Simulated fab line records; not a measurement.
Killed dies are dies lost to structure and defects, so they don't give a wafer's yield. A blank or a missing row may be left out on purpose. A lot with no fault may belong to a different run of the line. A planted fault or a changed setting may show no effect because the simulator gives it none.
Chamber matching -- flow nand_harc -- 4 sister chambers for NHARC_A_CHANNEL_FILL_D1_ALD_16 on ald_hk-03
The step deposits SiO2, target thk 1.5 nm, pulse time 10 s, ald cycles 15. 8 wafers are shown with their chamber, then 8 later ones without.

## WAFERS, EACH WITH ITS CHAMBER
wafer,chamber,heater_power_w (W),precursor_pulse_height_rel
L075.2,3,491,0.994
L076.1,0,503,0.969
L077.1,1,512,0.999
L077.2,0,495,1.005
L079.3,3,512,1.002
L079.4,2,378,0.979
L079.6,2,365,0.990
L085.1,1,499,1.018

## WAFERS WITH NO CHAMBER GIVEN
wafer,heater_power_w (W),precursor_pulse_height_rel
L085.3,488,0.988
L085.6,499,0.994
L087.1,501,0.989
L087.2,380,1.011
L087.6,500,1.004
L090.1,506,0.984
L090.2,505,1.017
L090.3,498,1.002

## WHICH CHAMBER EACH ONE RAN IN
wafer,from the rows above,in truth
L085.3,can't be placed: 0 or 3 or 1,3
L085.6,can't be placed: 3 or 0 or 1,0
L087.1,can't be placed: 0 or 3 or 1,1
L087.2,2,2
L087.6,can't be placed: 3 or 1 or 0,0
L090.1,can't be placed: 0 or 3 or 1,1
L090.2,can't be placed: 1 or 3 or 0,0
L090.3,can't be placed: 3 or 1 or 0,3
Placed correctly: 1 of 8. Not placeable from these rows: 7 (in 7, the candidates include the true chamber). Number placed wrongly: 0.
How it was worked out, from the rows above alone: a wafer's distance from a chamber is the root of the sum, over the readings, of the square of ((its reading less the chamber's mean) divided by the reading's scatter). The wafer belongs to the nearest chamber; if the next one is less than 2 further off, it can't be placed. The mean given for a chamber averages the wafers shown for that chamber. The scatter: the root of (the sum of the squares of (reading less its chamber's mean) over the shown wafers, divided by (wafers less chambers)).
